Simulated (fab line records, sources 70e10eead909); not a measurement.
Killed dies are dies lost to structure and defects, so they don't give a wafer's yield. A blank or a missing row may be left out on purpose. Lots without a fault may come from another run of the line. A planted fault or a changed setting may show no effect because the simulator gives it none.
Chamber matching | flow nand_harc | NHARC_A_CHANNEL_FILL_D1_CMP_10 on cmp-04: 4 sister chambers
The step polishes, target thk 150 nm. 4 wafers are shown with their chamber, then 8 later ones without.

WAFERS WITH THEIR CHAMBER
wafer  | chamber | motor_current_A (A)
L083.4 | 0       | 12.1
L088.1 | 1       | 12.9
L088.6 | 3       | 12.3
L090.3 | 2       | 9.3

WAFERS WITHOUT THEIR CHAMBER
wafer  | motor_current_A (A)
L090.5 | 12.4
L090.6 | 11.5
L095.2 | 12.8
L095.4 | 8.9
L095.5 | 12.8
L097.2 | 11.6
L097.3 | 12.1
L097.5 | 11.8

WHICH CHAMBER EACH WENT THROUGH
wafer  | from the rows above          | in truth
L090.5 | can't be placed: 3 or 0 or 1 | 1
L090.6 | can't be placed: 0 or 3      | 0
L095.2 | can't be placed: 1 or 3 or 0 | 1
L095.4 | 2                            | 2
L095.5 | can't be placed: 1 or 3 or 0 | 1
L097.2 | can't be placed: 0 or 3      | 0
L097.3 | can't be placed: 0 or 3      | 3
L097.5 | can't be placed: 0 or 3      | 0
Placed correctly: 1 of 8. Can't be placed from these rows: 7 (the true chamber is among the candidates in 7). Placed wrongly: 0.
How it was worked out, from the rows above alone: a wafer's distance from a chamber is the root of the sum, over the readings, of the square of ((its reading less the chamber's mean) divided by the reading's scatter). The wafer belongs to the nearest chamber; if the next one is less than 2 further off, it can't be placed. A chamber's mean is the mean of its shown wafers. The scatter: with one shown wafer a chamber, the root of the mean of the squares of how far each hidden wafer lies from its nearest shown one.
